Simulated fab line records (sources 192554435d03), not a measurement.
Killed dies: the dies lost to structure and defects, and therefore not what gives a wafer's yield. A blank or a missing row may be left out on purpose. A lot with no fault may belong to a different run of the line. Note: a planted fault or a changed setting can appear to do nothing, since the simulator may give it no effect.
A lot that was struck, set against a sound lot    flow n5Finfet    14 out of 1938 route steps
Sound: the wafers L689.1, L689.3, L689.6. The struck wafers were L690.2, L690.4, L690.5. Last of all comes the cause.
At each step with rows: each side's tool, then ch and its chambers, then its first start. Under that, the readings that differ: sound wafers    struck wafers    difference of the means    sigmas: that difference in standard deviations of wafers without a fault.
alike: same words and numbers on both sides, and readings whose means sit less than 2 such deviations apart. not compared: any withheld reading, any reading some wafer has no value for, any bound like >300 that may hide the same value, and any number with overlapping values for which the record gives no deviation.
A row with sigmas, a row that says differs or no value, or rows on one side alone: a step with any of these is where the two part. Numbers that don't overlap but have no deviation are shown without sigmas and don't part them. Lack of a reading on every wafer of one side parts them only where that side has two or more wafers.

first, 9 steps without rows for these wafers: N5_BEOL_M0_SAQP_EXPOSE_11 (exposes mask M0 CORE, target cd 42 nm); N5_BEOL_M0_SAQP_PEB_12 (peb time 60 s); N5_BEOL_M0_SAQP_DEVELOP_13 (develop time 30 s); N5_BEOL_M0_SAQP_DESCUM_19 (chemistry O2, time 7.9 s); N5_BEOL_M0_SAQP_ETCH_83 (etches SiARC in CF4, target depth 39 nm, time 65 s); N5_BEOL_M0_SAQP_ETCH_84 (etches SOC in N2/H2, target depth 100 nm, overetch 20 nm, time 150 s); N5_BEOL_M0_SAQP_STRIP_80 (strips in N2/H2); N5_BEOL_M0_SAQP_HM_OPEN_112 (chemistry CHF3/O2, target SiO2, stops on a-Si, target depth 12 nm, time 13.5 s); N5_BEOL_M0_SAQP_STRIP_113 (strips in CHF3/O2).
N5_BEOL_M0_SAQP_MANDREL_ETCH_20: etches a-Si in HBr/Cl2, stops on SiNx, target depth 60 nm, bt time 10 s, time 30 s.
  sound on rieSi-04 ch 2,3, day 7 05:34; struck on rieSi-04 ch 0,1, day 7 11:44
reading                                         sound           struck                   difference  sigmas
overEtchFrac                                    0.5 0.5 0.5     0.56715 0.56715 0.56715  +0.06715    
model.SOC_of_BEOL_M0_SAQP_COAT_81.thkNm (nm)    75.8 76.4 76.4  74.2 75 74.6             -1.6        
model.SiNx_of_BEOL_M0_SAQP_PECVD_97.thkNm (nm)  17.6 18 18      17.2 17.4 17.4           -0.5        
  alike: chamberPressureMTorr, drypumpMotorCurrentA, oesProductAu, rfFwdPowerW, throttleValvePct
  not compared: rfHoursCounterH
then, 1 step without rows for these wafers: N5_BEOL_M0_SAQP_STRIP_86 (strips in N2/H2).
N5_BEOL_M0_SAQP_STRIP_115: strips in post etch residue remover, time 60 s.
  sound on wetBench-04 ch 0,2,7, day 7 05:43; struck on wetBench-01 ch 3,4,5, day 7 11:54
reading                                         sound           struck      difference  sigmas
model.SiNx_of_BEOL_M0_SAQP_PECVD_97.thkNm (nm)  17.2 17.6 17.6  16.8 17 17  -0.5        
then, 1 step without rows for these wafers: N5_BEOL_M0_SAQP_SRD_93 (time 30 s).
-- the record jumps here: 2 days lie between the struck wafers' starts before and after (it left off in module BEOL_M0_SAQP and takes up again in module BEOL_M4, whose first step shown is number 1111 of the route) --
N5_BEOL_M4_RC_MEAS_101:
  sound on prober-02 ch 0, day 9 06:01; struck on prober-02 ch 0, day 9 15:44
  alike: DIBL_N, DIBL_P, IOFF_N, IOFF_P, ION_N, ION_P, SS_N, SS_P, VT_N, VT_P

## WHERE THEY PART
Nowhere in this record.

WHY: whatever the simulator had introduced
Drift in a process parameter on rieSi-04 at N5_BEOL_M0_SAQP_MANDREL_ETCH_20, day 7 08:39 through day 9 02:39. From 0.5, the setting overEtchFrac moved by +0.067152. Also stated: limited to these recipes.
